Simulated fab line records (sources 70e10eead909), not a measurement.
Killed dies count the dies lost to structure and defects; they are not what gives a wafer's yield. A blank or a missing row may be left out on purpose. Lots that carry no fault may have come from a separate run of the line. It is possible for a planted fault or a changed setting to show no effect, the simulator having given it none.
8D (eight disciplines) problem report, filled in by code	flow nand harc	the parts of the form that need people (team, actions taken, sign-off) are left out

1. WHAT WENT WRONG
NHARC_END_SORT_01, killed at array: mean 121 over 1 wafer from 1 lot; wafers with no fault: 29, standard deviation 12. Relative to the usual mean, that is a shift of +7.7 standard deviations.
The first sign was on wafer L880.1 at day 21 17:17, on prober-01. Wafers with a number at this step in the record: 6, from 3 lots. By rule, "out" or "out of limits" means more than 4 standard deviations away from the usual mean. Any other wafer with a number is counted as sound.

2. WHAT THIS IS AND IS NOT
question	is	is not
which readings at this step	killed at array, killed dies	killed at other, killed at periphery, killed open, killed short
which lots	L880	L889, L890
which wafers of those lots	L880.1	L880.2, L880.6
read on which gauges	prober-01	prober-02
when	from day 21 17:17	up to then (0 sound wafers); but 5 sound wafers of L880, L889, L890 came after

3. SUSPECTS, AND WHAT RULES EACH OUT
Counting: any tool at a process step up to the reading remains a suspect provided it ran every lot that is out. Sound lots after the first of them don't rule it out here, since some wafers of a struck lot are sound.
- the gauge at NHARC_END_SORT_01: kept. All the wafers that are out were read on prober-01, and no step on other tools shows them out.
- wet bench-04 at NHARC_A_STAIRCASE_STRIP_172 (strips in SPM, time 900 s): kept. It ran the lot that is out, L880 (day 13 03:32).
- cmp-01 at NHARC_THIN_TSV_CMP_21 (polishes, t overpolish 30 s, target thk 2000 nm): kept. It ran the lot that is out, L880 (day 21 04:44).
- plasma asher-01 at NHARC_THIN_TSV_STRIP_56 (strips in O2): kept. It ran the lot that is out, L880 (day 21 06:59).
- Within plasma asher-01 at NHARC_THIN_TSV_STRIP_56, the wafers that are out were processed in chamber 1 and their sound lot-mates in chamber 0.
Left after counting: wet bench-04 at NHARC_A_STAIRCASE_STRIP_172, cmp-01 at NHARC_THIN_TSV_CMP_21, plasma asher-01 at NHARC_THIN_TSV_STRIP_56, prober-01 at NHARC_END_SORT_01.

4. THE CAUSE (what the simulator had put in)
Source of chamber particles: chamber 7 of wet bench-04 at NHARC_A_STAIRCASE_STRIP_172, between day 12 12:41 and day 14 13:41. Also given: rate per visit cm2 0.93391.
Of the 4 suspects that counting leaves, this tool is one.

5. SEQUENCE OF EFFECTS, ordered by route
Each row: a reading where the mean over the struck wafers with a number is more than 3 standard deviations away from the usual. Only readings for which the record gives a usual standard deviation are gone through. hours: the time from each lot's start at the first step in this table that gives one to its start at this step, as a median over the lots. sigmas: the change in usual standard deviations.
hours	step	reading	usual	on struck wafers	change	sigmas
0	NHARC_END_SORT_01	killed at array	29	121	+92	+7.7
0	NHARC_END_SORT_01	killed dies	34	124	+90	+7.5

6. HOW IT WOULD HAVE BEEN CAUGHT EARLIER
221 hours passed between the start of the fault at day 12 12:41 and the first reading out of limits at a measuring or inspecting step in this record, taken at day 21 17:17.
All the lots that are out (1) had begun NHARC_A_STAIRCASE_STRIP_172 on wet bench-04 by day 21 17:17. Had the tool been put on hold then, not one of them would have been saved.
